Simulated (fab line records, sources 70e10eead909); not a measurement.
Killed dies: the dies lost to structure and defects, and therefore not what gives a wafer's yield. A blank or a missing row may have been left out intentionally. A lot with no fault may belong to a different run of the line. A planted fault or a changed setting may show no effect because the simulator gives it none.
Matching of chambers | flow nand harc | 4 sister chambers for NHARC_A_STAIRCASE_ETCH_253 on rie diel-08
The step etches the open film in C4F8/O2, target depth 50 nm, time 20.2 s. 4 wafers are shown with their chamber, then 7 later ones without.

## WAFERS PAIRED WITH THEIR CHAMBERS
wafer  | chamber | rf vpp V (V)
L087.6 | 0       | 894
L090.2 | 1       | 904
L089.2 | 3       | 896
L089.4 | 2       | 898

## WAFERS WITHOUT THEIR CHAMBER
wafer  | rf vpp V (V)
L089.6 | 895
L095.2 | 895
L095.5 | 896
L095.6 | 906
L097.3 | 905
L097.4 | 896
L097.6 | 904

## WHICH CHAMBER EACH ONE RAN IN
wafer  | from the rows above     | in truth
L089.6 | can't be placed: 0 or 3 | 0
L095.2 | can't be placed: 0 or 3 | 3
L095.5 | 3                       | 3
L095.6 | 1                       | 1
L097.3 | 1                       | 1
L097.4 | 3                       | 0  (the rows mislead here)
L097.6 | 1                       | 1
4 of 7 placed correctly. Unplaceable from these rows: 2, with the true chamber sitting among the candidates in 2. Number placed wrongly: 1.
How it was worked out, from the rows above alone: a wafer's distance from a chamber is the root of the sum, over the readings, of the square of ((its reading less the chamber's mean) divided by the reading's scatter). The wafer belongs to the nearest chamber; if the next one is less than 2 further off, it can't be placed. The mean given for a chamber averages the wafers shown for that chamber. The scatter (one wafer shown for each chamber): square how far every hidden wafer sits from the nearest shown wafer, average those squares and take the square root.
